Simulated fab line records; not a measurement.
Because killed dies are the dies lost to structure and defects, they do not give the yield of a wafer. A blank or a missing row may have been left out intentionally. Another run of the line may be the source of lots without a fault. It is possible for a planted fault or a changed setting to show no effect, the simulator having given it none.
A single fault, viewed from 2 desks | flow n5_finfet | every desk sees just its own numbers, and what lay behind them comes last

## AT THE TOOL OWNER'S DESK: litho_track-01
The tool's own readings at N5_BEOL_M11_COAT_63 (time 60 s, resist thk 100 nm): means of the sampled wafers that have a number, for each lot that ran on this tool. A lot is out of limits, marked OUT, if its mean lies more than 4 standard deviations from the usual mean; the brackets give that distance.
Columns: A = dispense_pressure_kPa at N5_BEOL_M11_COAT_63, usual 49 kPa; B = heater_power_total_W at N5_BEOL_M11_COAT_63, usual 500.5 W; C = plate_temp_C at N5_BEOL_M11_COAT_63, usual 250.01 C
lot  | first seen here | A  | B                       | C
L271 | day 11 13:38    | 49 | 500.4                   | 250.03
L272 | day 11 23:05    | 49 | 500.8                   | 250.03
L275 | day 12 23:02    | 49 | 501.0                   | 249.95
L280 | day 15 02:13    | 49 | 823.1 (+99 or more) OUT | 263.96 (+73) OUT
L283 | day 15 16:49    | 49 | 823.6 (+99 or more) OUT | 264.18 (+75) OUT
L285 | day 15 19:20    | 49 | 823.7 (+99 or more) OUT | 264.03 (+74) OUT
L291 | day 18 09:09    | 49 | 500.9                   | 250.22
L290 | day 18 18:58    | 49 | 499.3                   | 249.69
L292 | day 19 13:47    | 49 | 501.2                   | 250.02
This desk's finding: out of limits on L280, L283, L285; first on L280, day 15 02:13 (heater_power_total_W at N5_BEOL_M11_COAT_63). In limits: L271, L272, L275, L291, L290, L292.

## FROM THE METROLOGY DESK
What the gauges read for every lot (on any tool): the sampled wafers with a number, averaged. A lot is out of limits, marked OUT, if its mean lies more than 4 standard deviations from the usual mean; the brackets give that distance.
Columns: A = cd_nm at N5_BEOL_M11_CD_MEAS_18, usual 70.0 nm
lot  | first seen here | A
L271 | day 11 13:32    | 70.2
L272 | day 11 18:56    | 70.7
L270 | day 12 05:31    | 69.3
L275 | day 12 22:49    | 70.1
L279 | day 13 18:08    | 70.2
L280 | day 15 00:53    | 71.0
L283 | day 15 14:41    | 70.5
L285 | day 15 18:55    | 69.9
L291 | day 18 05:37    | 70.2
L290 | day 18 18:56    | 70.2
L292 | day 19 10:31    | 70.9
Result from this desk: across the 11 lots, nothing is out of limits.

## ALL TOGETHER
An alarm could have come from the tool owner's desk at day 15 02:13, on L280, L283, L285.
From the metrology desk's view, nothing was out of limits.
The metrology desk holds a record of L280, L283, L285, inside its limits.
All the named lots went through N5_BEOL_M11_COAT_63 on litho_track-01.

## WHAT THE SIMULATOR HAD INSERTED
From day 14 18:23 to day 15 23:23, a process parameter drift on litho_track-01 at N5_BEOL_M11_COAT_63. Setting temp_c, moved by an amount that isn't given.
Shown lots that were struck: L280, L283, L285.
Each desk's first reading out of limits, in hours after the fault started: the tool owner's desk, 8.
